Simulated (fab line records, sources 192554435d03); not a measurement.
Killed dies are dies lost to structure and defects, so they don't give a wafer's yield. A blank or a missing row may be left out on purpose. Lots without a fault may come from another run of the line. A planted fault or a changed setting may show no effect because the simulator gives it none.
Which tool did it? | flow n5_finfet | 23 lots, 69 wafers sampled, at 4 steps of a route of 1938

WHAT THE GAUGES READ, wafer by wafer
N5_FIN_SAQP_CD_MEAS_31: target cd 8 nm. Usual: cd_nm 8.07 nm, standard deviation 0.23.
lot  | measured    | on        | cd_nm (nm)     | flag
L074 | day 2 02:05 | cd_sem-02 | 8.19 8.32 8.15 |
L075 | day 2 07:38 | cd_sem-01 | 8.07 7.86 8.12 |
L076 | day 2 14:26 | cd_sem-03 | 7.93 8.52 8.02 |
L077 | day 2 20:59 | cd_sem-02 | 7.95 8.10 8.34 |
L078 | day 3 02:09 | cd_sem-01 | 7.52 8.78 8.14 |
L079 | day 3 07:43 | cd_sem-03 | 7.95 8.31 8.26 |
L080 | day 3 14:05 | cd_sem-01 | 8.44 7.99 8.15 |
L081 | day 3 19:39 | cd_sem-01 | 8.07 8.27 8.22 |
L082 | day 4 01:34 | cd_sem-03 | 8.11 7.95 8.52 |
L083 | day 4 07:39 | cd_sem-01 | 7.78 8.52 7.94 |
L084 | day 4 14:08 | cd_sem-03 | 8.11 7.77 7.59 |
L086 | day 5 03:02 | cd_sem-01 | 8.12 7.83 8.21 |
L087 | day 5 07:41 | cd_sem-01 | 8.06 8.06 8.37 |
L088 | day 5 13:32 | cd_sem-01 | 8.20 8.15 8.39 |
L089 | day 5 19:35 | cd_sem-02 | 8.09 7.71 7.95 |
L090 | day 6 05:50 | cd_sem-03 | 7.95 8.15 7.91 |
L091 | day 6 10:01 | cd_sem-03 | 8.08 8.08 7.89 |
L092 | day 6 14:02 | cd_sem-02 | 7.79 7.78 7.59 |
L093 | day 6 21:31 | cd_sem-01 | 8.04 8.03 7.86 |
L094 | day 7 01:07 | cd_sem-02 | 8.23 8.22 8.25 |
L095 | day 7 07:48 | cd_sem-03 | 7.84 7.96 8.05 |
L096 | day 7 14:06 | cd_sem-02 | 8.28 7.74 8.22 |
L097 | day 7 20:43 | cd_sem-02 | 8.23 7.97 7.77 |

WHICH TOOL RAN EACH LOT (tool, then ch and the chambers of the sampled wafers, then the start)
lot  | N5_FIN_SAQP_DENSIFY_62          | N5_FIN_SAQP_ETCH_52               | N5_FIN_SAQP_MANDREL2_REMOVE_60
L074 | rtp_anneal-02 ch 0, day 1 21:10 | rie_diel-03 ch 2,3, day 1 22:24   | rie_si-05 ch 0,1,3, day 2 01:58
L075 | rtp_anneal-02 ch 0, day 2 02:57 | rie_diel-03 ch 0,1,3, day 2 04:06 | rie_si-06 ch 1,2,3, day 2 07:31
L076 | rtp_anneal-01 ch 0, day 2 09:01 | rie_diel-03 ch 1,2,3, day 2 10:06 | rie_si-06 ch 1,2,3, day 2 14:20
L077 | rtp_anneal-01 ch 0, day 2 15:58 | rie_diel-05 ch 0,2,3, day 2 17:05 | rie_si-06 ch 0,1, day 2 20:52
L078 | rtp_anneal-02 ch 0, day 2 20:50 | rie_diel-05 ch 2,3, day 2 22:01   | rie_si-06 ch 0,1,3, day 3 02:02
L079 | rtp_anneal-01 ch 0, day 3 03:08 | rie_diel-05 ch 0,1,2, day 3 04:17 | rie_si-05 ch 1,2,3, day 3 07:38
L080 | rtp_anneal-01 ch 0, day 3 08:37 | rie_diel-03 ch 0,1,3, day 3 09:47 | rie_si-06 ch 0,1,3, day 3 13:59
L081 | rtp_anneal-01 ch 0, day 3 14:28 | rie_diel-05 ch 0,2,3, day 3 15:40 | rie_si-06 ch 0,2,3, day 3 19:32
L082 | rtp_anneal-01 ch 0, day 3 20:50 | rie_diel-05 ch 0,1,3, day 3 22:01 | rie_si-03 ch 0,1,2, day 4 01:28
L083 | rtp_anneal-02 ch 0, day 4 02:22 | rie_diel-03 ch 1,2,3, day 4 03:32 | rie_si-06 ch 0,1,3, day 4 07:33
L084 | rtp_anneal-02 ch 0, day 4 09:07 | rie_diel-05 ch 0,1,3, day 4 10:13 | rie_si-06 ch 0,3, day 4 14:01
L086 | rtp_anneal-01 ch 0, day 4 21:26 | rie_diel-05 ch 0,2,3, day 4 22:28 | rie_si-06 ch 0,2,3, day 5 02:55
L087 | rtp_anneal-01 ch 0, day 5 02:44 | rie_diel-03 ch 2,3, day 5 03:59   | rie_si-03 ch 0,1,2, day 5 07:37
L088 | rtp_anneal-02 ch 0, day 5 08:34 | rie_diel-03 ch 1,2,3, day 5 09:55 | rie_si-05 ch 0,1,3, day 5 13:25
L089 | rtp_anneal-02 ch 0, day 5 14:18 | rie_diel-04 ch 1,3, day 5 15:22   | rie_si-03 ch 0,3, day 5 19:28
L090 | rtp_anneal-01 ch 0, day 5 22:38 | rie_diel-04 ch 2,3, day 5 23:54   | rie_si-03 ch 0,2,3, day 6 05:44
L091 | rtp_anneal-01 ch 0, day 6 04:06 | rie_diel-04 ch 1,2,3, day 6 05:26 | rie_si-03 ch 2,3, day 6 09:55
L092 | rtp_anneal-02 ch 0, day 6 08:26 | rie_diel-03 ch 0,1,3, day 6 09:38 | rie_si-06 ch 0,1,2, day 6 13:56
L093 | rtp_anneal-01 ch 0, day 6 15:40 | rie_diel-05 ch 0,1,3, day 6 16:55 | rie_si-06 ch 1,2,3, day 6 21:25
L094 | rtp_anneal-01 ch 0, day 6 20:18 | rie_diel-03 ch 1,2,3, day 6 21:25 | rie_si-03 ch 0,2,3, day 7 01:00
L095 | rtp_anneal-02 ch 0, day 7 03:01 | rie_diel-04 ch 1,2, day 7 04:16   | rie_si-03 ch 1,2,3, day 7 07:41
L096 | rtp_anneal-02 ch 0, day 7 08:47 | rie_diel-05 ch 0,1,3, day 7 10:01 | rie_si-06 ch 0,2,3, day 7 13:59
L097 | rtp_anneal-01 ch 0, day 7 15:47 | rie_diel-03 ch 0,2,3, day 7 17:02 | rie_si-03 ch 1,2,3, day 7 20:37
- N5_FIN_SAQP_DENSIFY_62: time 60 s.
- N5_FIN_SAQP_ETCH_52: etches SOC in N2/H2, target depth 100 nm, overetch 20 nm, time 150 s.
- N5_FIN_SAQP_MANDREL2_REMOVE_60: chemistry HBr/Cl2/O2, target a-Si, stops on SiNx, bt time 10 s.

WHAT THE TOOLS THEMSELVES READ (means of the sampled wafers that have a number; where no wafer has one, the mark that the record gives instead)
N5_FIN_SAQP_DENSIFY_62. Usual: lamp_power_pct 9.86 %, standard deviation 0.053; lamp_zone_3_pct 9.845 %, standard deviation 0.012; wafer_temp_C_max 703.3, standard deviation 0.66.
lot  | tool          | lamp_power_pct (%) | lamp_zone_3_pct (%) | wafer_temp_C_max | flag
L074 | rtp_anneal-02 | 9.86               | 9.849               | 703.1            |
L075 | rtp_anneal-02 | 9.87               | 9.855               | 702.7            |
L076 | rtp_anneal-01 | 9.85               | 9.848               | 703.3            |
L077 | rtp_anneal-01 | 9.89               | 9.848               | 703.8            |
L078 | rtp_anneal-02 | 9.89               | 9.851               | 703.2            |
L079 | rtp_anneal-01 | 9.87               | 9.845               | 703.5            |
L080 | rtp_anneal-01 | 9.86               | 9.837               | 702.9            |
L081 | rtp_anneal-01 | 9.85               | 9.844               | 703.6            |
L082 | rtp_anneal-01 | 9.85               | 9.849               | 703.4            |
L083 | rtp_anneal-02 | 9.87               | 9.849               | 702.9            |
L084 | rtp_anneal-02 | 9.88               | 9.832               | 704.3            |
L086 | rtp_anneal-01 | 9.88               | 9.856               | 703.6            |
L087 | rtp_anneal-01 | 9.88               | 9.826               | 703.5            |
L088 | rtp_anneal-02 | 9.82               | 9.842               | 703.2            |
L089 | rtp_anneal-02 | 9.90               | 9.850               | 703.5            |
L090 | rtp_anneal-01 | 9.90               | 9.847               | 703.0            |
L091 | rtp_anneal-01 | 9.81               | 9.843               | 702.7            |
L092 | rtp_anneal-02 | 9.81               | 9.837               | 703.1            |
L093 | rtp_anneal-01 | 9.89               | 9.847               | 704.7            |
L094 | rtp_anneal-01 | 9.88               | 9.850               | 703.0            |
L095 | rtp_anneal-02 | 9.83               | 9.839               | 703.3            |
L096 | rtp_anneal-02 | 9.81               | 9.851               | 703.1            |
L097 | rtp_anneal-01 | 9.84               | 9.833               | 703.2            |

N5_FIN_SAQP_ETCH_52. Usual: chamber_pressure_mTorr 30.003 mTorr, standard deviation 0.027; drypump_motor_current_A 5.7 A, standard deviation 0.36; oes_product_au 0.69 a.u., standard deviation 0.08; rf_vpp_V 523 V, standard deviation 3.3; showerhead_plenum_p_Torr 2.53 Torr, standard deviation 0.11; throttle_valve_pct 17.97 %, standard deviation 0.19.
lot  | tool        | chamber_pressure_mTorr (mTorr) | drypump_motor_current_A (A) | oes_product_au (a.u.) | rf_vpp_V (V) | showerhead_plenum_p_Torr (Torr) | throttle_valve_pct (%) | flag
L074 | rie_diel-03 | 29.988                         | 5.6                         | 0.67                  | 527          | 2.60                            | 17.72                  |
L075 | rie_diel-03 | 29.999                         | 5.7                         | 0.67                  | 524          | 2.54                            | 17.89                  |
L076 | rie_diel-03 | 30.015                         | 5.6                         | 0.66                  | 526          | 2.60                            | 17.75                  |
L077 | rie_diel-05 | 30.009                         | 5.4                         | 0.66                  | 520          | 2.43                            | 18.15                  |
L078 | rie_diel-05 | 30.024                         | 5.2                         | 0.65                  | 520          | 2.39                            | 18.21                  |
L079 | rie_diel-05 | 30.019                         | 5.6                         | 0.74                  | 523          | 2.50                            | 18.06                  |
L080 | rie_diel-03 | 29.995                         | 5.7                         | 0.66                  | 523          | 2.54                            | 17.90                  |
L081 | rie_diel-05 | 30.024                         | 5.4                         | 0.75                  | 524          | 2.53                            | 18.01                  |
L082 | rie_diel-05 | 30.014                         | 5.3                         | 0.79                  | 525          | 2.62                            | 17.96                  |
L083 | rie_diel-03 | 29.991                         | 5.6                         | 0.65                  | 526          | 2.59                            | 17.77                  |
L084 | rie_diel-05 | 30.001                         | 5.2                         | 0.78                  | 526          | 2.61                            | 17.98                  |
L086 | rie_diel-05 | 29.988                         | 5.4                         | 0.72                  | 523          | 2.53                            | 18.04                  |
L087 | rie_diel-03 | 30.013                         | 5.6                         | 0.67                  | 525          | 2.56                            | 17.70                  |
L088 | rie_diel-03 | 30.006                         | 5.6                         | 0.64                  | 525          | 2.59                            | 17.79                  |
L089 | rie_diel-04 | 30.004                         | 6.3                         | 0.62                  | 524          | 2.52                            | 18.20                  |
L090 | rie_diel-04 | 29.995                         | 6.1                         | 0.76                  | 523          | 2.50                            | 17.95                  |
L091 | rie_diel-04 | 29.988                         | 6.2                         | 0.68                  | 523          | 2.51                            | 18.03                  |
L092 | rie_diel-03 | 30.015                         | 5.7                         | 0.64                  | 524          | 2.53                            | 17.95                  |
L093 | rie_diel-05 | 30.002                         | 5.3                         | 0.75                  | 525          | 2.60                            | 18.01                  |
L094 | rie_diel-03 | 29.981                         | 5.6                         | 0.63                  | 525          | 2.58                            | 17.82                  |
L095 | rie_diel-04 | 29.995                         | 6.0                         | 0.73                  | 523          | 2.49                            | 17.84                  |
L096 | rie_diel-05 | 30.037                         | 5.3                         | 0.74                  | 524          | 2.60                            | 18.01                  |
L097 | rie_diel-03 | 29.995                         | 5.6                         | 0.65                  | 521          | 2.49                            | 17.88                  |

N5_FIN_SAQP_MANDREL2_REMOVE_60. Usual: chamber_pressure_mTorr 10.001 mTorr, standard deviation 0.0088; drypump_motor_current_A 5.59 A, standard deviation 0.29; oes_product_au 1.000 a.u., standard deviation 0.02; throttle_valve_pct 36.8 %, standard deviation 0.39.
lot  | tool      | chamber_pressure_mTorr (mTorr) | drypump_motor_current_A (A) | oes_product_au (a.u.) | throttle_valve_pct (%) | flag
L074 | rie_si-05 | 10.002                         | 5.64                        | 0.997                 | 36.7                   |
L075 | rie_si-06 | 10.006                         | 5.41                        | 0.991                 | 37.0                   |
L076 | rie_si-06 | 9.999                          | 5.44                        | 0.996                 | 37.0                   |
L077 | rie_si-06 | 10.003                         | 5.43                        | 0.989                 | 37.0                   |
L078 | rie_si-06 | 9.994                          | 5.54                        | 0.984                 | 37.1                   |
L079 | rie_si-05 | 10.011                         | 5.77                        | 1.007                 | 36.6                   |
L080 | rie_si-06 | 10.000                         | 5.53                        | 0.989                 | 37.0                   |
L081 | rie_si-06 | 10.000                         | 5.39                        | 0.992                 | 36.6                   |
L082 | rie_si-03 | 10.006                         | 5.85                        | 1.004                 | 36.9                   |
L083 | rie_si-06 | 10.005                         | 5.55                        | 0.989                 | 37.1                   |
L084 | rie_si-06 | 9.998                          | 5.62                        | 0.986                 | 36.8                   |
L086 | rie_si-06 | 9.999                          | 5.39                        | 0.998                 | 36.6                   |
L087 | rie_si-03 | 10.006                         | 5.85                        | 0.987                 | 36.9                   |
L088 | rie_si-05 | 9.989                          | 5.67                        | 0.997                 | 36.7                   |
L089 | rie_si-03 | 10.006                         | 5.78                        | 0.998                 | 36.9                   |
L090 | rie_si-03 | 10.001                         | 5.90                        | 1.013                 | 36.9                   |
L091 | rie_si-03 | 10.006                         | 5.90                        | 1.024                 | 36.9                   |
L092 | rie_si-06 | 10.006                         | 5.31                        | 1.001                 | 36.8                   |
L093 | rie_si-06 | 10.002                         | 5.41                        | 0.998                 | 37.0                   |
L094 | rie_si-03 | 10.001                         | 5.92                        | 1.013                 | 36.9                   |
L095 | rie_si-03 | 10.003                         | 5.84                        | 1.008                 | 36.9                   |
L096 | rie_si-06 | 9.995                          | 5.39                        | 1.000                 | 36.6                   |
L097 | rie_si-03 | 9.996                          | 5.83                        | 1.021                 | 36.9                   |

THE ANSWER, worked out from the rows above alone
Rule: a lot is off if the mean of its wafers that have a number lies more than 3 standard deviations from the usual mean. A lot without any number at a reading at which 4 lots or more have one is off too. The other lots that the step has rows for count as sound. The gauges are gone through in route order, then the tools' own readings, and for those a lot's mean is taken as printed above. The first step at which some lot is off is used, and at that step the reading that is off furthest; a lot without a number counts as furthest.
No lot is off at any reading shown: from this, nothing can be told.

WHAT THE SIMULATOR HAD PUT IN
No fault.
